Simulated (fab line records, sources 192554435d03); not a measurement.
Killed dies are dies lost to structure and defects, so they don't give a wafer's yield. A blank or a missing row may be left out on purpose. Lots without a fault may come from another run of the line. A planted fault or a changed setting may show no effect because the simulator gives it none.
A struck lot beside a sound one | flow n5_finfet | 15 steps out of a route of 1938
Sound: wafers L640.1, L640.4, L640.6. Struck: wafers L643.5, L643.6. (L643.2 of the same lot was not struck and is left out.) The cause comes at the end.
At each step with rows: each side's tool, then ch and its chambers, then its first start. Under that, the readings that differ: sound wafers | struck wafers | difference of the means | sigmas: that difference in standard deviations of wafers without a fault.
alike: readings whose means differ by less than 2 such deviations, and words and numbers that are the same on both sides. not compared: withheld readings, readings that some wafer has no value for, bounds like >300 that may hide the same value, and numbers for which the record gives no deviation and whose values overlap.
The two part at a step that has a row with sigmas, a row that says differs or no value, or rows on one side only. Numbers that don't overlap but have no deviation are shown without sigmas and don't part them. A reading that every wafer of one side lacks parts them only if that side has two wafers or more.

N5_BEOL_M7_STRIP_80: strips in N2/H2, time 10 s.
  sound on rie_diel-02 ch 2,3; struck on rie_diel-02 ch 0,3
  alike: drypump_motor_current_A, n2_flow_sccm, oes_product_au, rf_vpp_V, showerhead_plenum_p_Torr, throttle_valve_pct
  not compared: rf_hours_counter_h
N5_BEOL_M7_OCD_MEAS_38:
  sound on ocd-02, day 10 00:33; struck on ocd-01, day 10 11:59
  alike: trench_depth_nm
then, 4 steps without rows for these wafers: N5_BEOL_M7_HM_STRIP_39 (strips TiN in peroxide tin strip, target depth 25 nm, time 158 s); N5_BEOL_M7_SRD_40 (time 30 s); N5_BEOL_M7_PRECLEAN_42 (cleans in residue remover, time 60 s); N5_BEOL_M7_SRD_43 (time 30 s).
N5_BEOL_M7_CD_MEAS_35: target cd 40 nm.
  sound on cd_sem-03, day 10 00:43; struck on cd_sem-02, day 10 12:08
  alike: cd_nm
N5_BEOL_M7_CURE_75: cures SiCOH lowk, time 120 s.
  sound on uv_cure-01 ch 2, day 10 00:46; struck on uv_cure-01 ch 1, day 10 12:29
  reading          | sound             | struck      | difference | sigmas
  wafer_temp_C_max | 371.3 371.5 371.3 | 373.4 375.1 | +2.9       | +4
  alike: lamp_power_pct
N5_BEOL_M7_DEGAS_44: time 60 s.
  sound on pvd_sputter-03, day 10 01:37; struck on pvd_sputter-03, day 10 13:07
  alike: heater_power_w
then, 2 steps without rows for these wafers: N5_BEOL_M7_PRE_CLEAN_45 (time 30 s); N5_BEOL_M7_ALD_77 (deposits TaN, target thk 2 nm, pulse time 2 s, purge time 3 s).
N5_BEOL_M7_SURFACE_TREAT_79:
  sound on pvd_sputter-03, day 10 02:07; struck on pvd_sputter-02, day 10 13:34
  not compared: throttle_valve_pct
N5_BEOL_M7_CVD_78: deposits Co from CCTBA/H2, target thk 2 nm, time 142.3 s.
  sound on cvd_co-02 ch 0,1, day 10 02:13; struck on cvd_co-02 ch 1,2, day 10 13:52
  reading          | sound             | struck      | difference | sigmas
  run_length_s (s) | 165.1 165.4 164.5 | 129.8 129.2 | -35.5      | -71
N5_BEOL_M7_SPUTTER_48: material Cu, target thk 10 nm, time 1.667 s.
  sound on pvd_sputter-03, day 10 02:38; struck on pvd_sputter-02, day 10 14:04
  alike: chamber_pressure_pa, throttle_valve_pct
-- the record jumps here: 4 days lie between the struck wafers' starts before and after (it left off in module BEOL_M7 and takes up again in module PASSIVATION, whose first step shown is number 1936 of the route) --
N5_PASSIVATION_PROBE_49:
  the record has rows for the struck wafers here (prober-01, day 14 04:22) and none for the sound ones

WHERE THEY PART
First at N5_BEOL_M7_CURE_75; last, within this record, at N5_PASSIVATION_PROBE_49.

WHY: what the simulator had put in
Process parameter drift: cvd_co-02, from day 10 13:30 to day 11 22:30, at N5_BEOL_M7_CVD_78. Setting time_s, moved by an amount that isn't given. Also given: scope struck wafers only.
